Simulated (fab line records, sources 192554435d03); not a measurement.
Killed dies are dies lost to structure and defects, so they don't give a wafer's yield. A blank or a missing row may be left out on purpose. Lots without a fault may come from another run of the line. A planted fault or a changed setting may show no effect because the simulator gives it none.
Split-lot experiment | flow n5_finfet | 7 lots, 39 wafers read, on a route of 1938 steps

THE SPLIT
At N5_SD_EPI_P_ETCH_36 (etches SiARC in CF4, target depth 45.5 nm, time 75.8 s), the setting bias_w was moved away from the recipe's 36 W on 15 of the 39 wafers read, by -17.6% to +11.2%. The other wafers ran this setting at the recipe's value.

The reading is taken at the split's own step.

THE READING
rf_vpp_V, in V, at N5_SD_EPI_P_ETCH_36 (etches SiARC in CF4, target depth 45.5 nm, time 75.8 s). Fault-free wafers of this fab line usually give 184.2 V, standard deviation 1.2 V.

wafer  | tool, chamber at the split | bias_w as run, W | against the recipe | rf_vpp_V, V | against lot-mates on the recipe
L074.1 | rie_diel-03, 2             | 39.69            | +10.3%             | 195.2       | +9.9
L074.2 | rie_diel-03, 1             | 36               | recipe             | 184.5       | -
L074.3 | rie_diel-03, 0             | 36               | recipe             | 185.7       | -
L074.4 | rie_diel-03, 3             | 39.69            | +10.3%             | 197.7       | +12.4
L074.5 | rie_diel-03, 3             | 39.69            | +10.3%             | 195.0       | +9.7
L074.6 | rie_diel-03, 0             | 36               | recipe             | 185.8       | -
L075.1 | rie_diel-05, 0             | 36               | recipe             | 184.8       | -
L075.2 | rie_diel-05, 2             | 36               | recipe             | 184.3       | -
L075.3 | rie_diel-05, 1             | 36               | recipe             | 184.5       | -
L075.4 | rie_diel-05, 3             | 36               | recipe             | 184.7       | -
L075.5 | rie_diel-05, 2             | 36               | recipe             | 185.2       | -
L075.6 | rie_diel-05, 3             | 36               | recipe             | 185.7       | -
L077.1 | rie_diel-02, 2             | 38.41            | +6.7%              | 193.5       | +9.1
L077.2 | rie_diel-02, 0             | 36               | recipe             | 185.9       | -
L077.3 | rie_diel-02, 3             | 38.41            | +6.7%              | 191.9       | +7.5
L077.4 | rie_diel-02, 1             | 36               | recipe             | 182.3       | -
L077.5 | rie_diel-02, 0             | 36               | recipe             | 185.1       | -
L077.6 | rie_diel-02, 1             | 38.41            | +6.7%              | 190.5       | +6.1
L079.1 | rie_diel-03, 1             | 36               | recipe             | 183.0       | -
L079.2 | rie_diel-03, 3             | 36               | recipe             | 185.0       | -
L079.3 | rie_diel-03, 2             | 30.26            | -15.9%             | 164.7       | -20.2
L079.4 | rie_diel-03, 0             | 30.26            | -15.9%             | 167.3       | -17.6
L079.5 | rie_diel-03, 0             | 36               | recipe             | 186.7       | -
L079.6 | rie_diel-03, 1             | 30.26            | -15.9%             | 164.7       | -20.2
L081.1 | rie_diel-03, 2             | 36               | recipe             | 182.9       | -
L081.2 | rie_diel-03, 3             | 36               | recipe             | 186.6       | -
L081.3 | rie_diel-03, 1             | 36               | recipe             | 185.2       | -
L081.4 | rie_diel-03, 0             | 40.02            | +11.2%             | 198.7       | +13.8
L081.5 | rie_diel-03, 0             | 40.02            | +11.2%             | 199.8       | +14.9
L081.6 | rie_diel-03, 1             | 40.02            | +11.2%             | 196.1       | +11.2
L085.1 | rie_diel-03, 3             | 36               | recipe             | 185.8       | -
L085.2 | rie_diel-03, 1             | 36               | recipe             | 184.5       | -
L085.4 | rie_diel-03, 3             | 36               | recipe             | 185.2       | -
L089.1 | rie_diel-02, 1             | 36               | recipe             | 183.2       | -
L089.2 | rie_diel-02, 0             | 36               | recipe             | 184.5       | -
L089.3 | rie_diel-02, 3             | 36               | recipe             | 183.4       | -
L089.4 | rie_diel-02, 2             | 29.66            | -17.6%             | 161.2       | -22.5
L089.5 | rie_diel-02, 3             | 29.66            | -17.6%             | 160.9       | -22.8
L089.6 | rie_diel-02, 0             | 29.66            | -17.6%             | 164.3       | -19.4

THE FIT
A straight line over all 39 wafers: rf_vpp_V changes by +1.21 V for each +1% of bias_w; r = +0.99; the points scatter about the line by 1.4 V.
The same after taking each lot's own level away (the mean of its wafers on the recipe; 39 wafers): +1.19 V for each +1%; r = +0.99; scatter 1.3 V.
On that fit, the largest move of bias_w shifts the reading by 21 V.
The lots' own levels span 183.70 to 185.33 V, that is 1.4 times the standard deviation above.
So the lot-to-lot level changes the slope little: the two slopes agree.
Check: with one of the wafers moved furthest among these (-17.6%) left out of the fit, the line predicts -20.9 V for it against its lot-mates. It came out at -22.5 V against them.
Tool readings at the split's step, against how far the setting was moved: rf_vpp_V r = +0.99.

OTHER SPLITS ON THESE WAFERS
These wafers also went through other splits before the reading. Each is held against what the fit with the lots' levels taken away leaves over:
other split on the same wafers    | wafers away from the commonest value | r with rf_vpp_V (lot level and that fit taken away)
N5_FIN_SAQP_ETCH_65 time_s        | 15                                   | +0.10
N5_DUMMY_GATE_CVD_03 target_thk_a | 33                                   | +0.04
N5_DUMMY_GATE_ETCH_32 time_s      | 15                                   | -0.21
N5_SD_EPI_N_EPI_21 pressure_torr  | 30                                   | -0.06

THE FILE'S OWN FIT
rf_vpp_V changes by +1.19 V for each +1% of bias_w, r = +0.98.
